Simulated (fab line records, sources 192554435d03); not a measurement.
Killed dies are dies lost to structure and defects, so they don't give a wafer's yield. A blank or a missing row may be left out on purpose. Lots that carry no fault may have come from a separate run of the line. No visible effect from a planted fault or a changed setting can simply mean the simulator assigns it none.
Matching of chambers ; flow n5 finfet ; N5_SPACER0_ALD_08 on ald sin-02: 4 sister chambers
The step deposits SiNx, target thk 2 nm. 8 wafers are shown with their chamber, then 8 later ones without.

## WAFERS PAIRED WITH THEIR CHAMBERS
wafer;chamber;heater power w (W)
L716.2;0;683
L716.4;1;762
L716.6;3;835
L718.2;0;658
L718.3;2;713
L718.5;1;755
L717.1;2;713
L717.2;3;819

## WAFERS WHOSE CHAMBER IS MISSING
wafer;heater power w (W)
L717.6;817
L723.2;668
L723.3;768
L723.4;794
L729.2;731
L729.5;825
L734.1;762
L734.5;810

## EACH ONE'S CHAMBER
wafer;from the rows above;in truth
L717.6;3;3
L723.2;0;0
L723.3;1;1
L723.4;can't be placed: 3 or 1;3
L729.2;can't be placed: 2 or 1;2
L729.5;3;3
L734.1;1;1
L734.5;3;3
6 of 8 placed correctly. From these rows, 2 cannot be placed; in 2 the true chamber is one of the candidates. 0 placed wrongly.
How it was worked out, from the rows above alone: a wafer's distance from a chamber is the root of the sum, over the readings, of the square of ((its reading less the chamber's mean) divided by the reading's scatter). The wafer belongs to the nearest chamber; if the next one is less than 2 further off, it can't be placed. A chamber's mean is the mean of its shown wafers. The scatter: take each reading less its chamber's mean, square it, sum over the shown wafers, divide by the number of wafers less the number of chambers, and take the root.
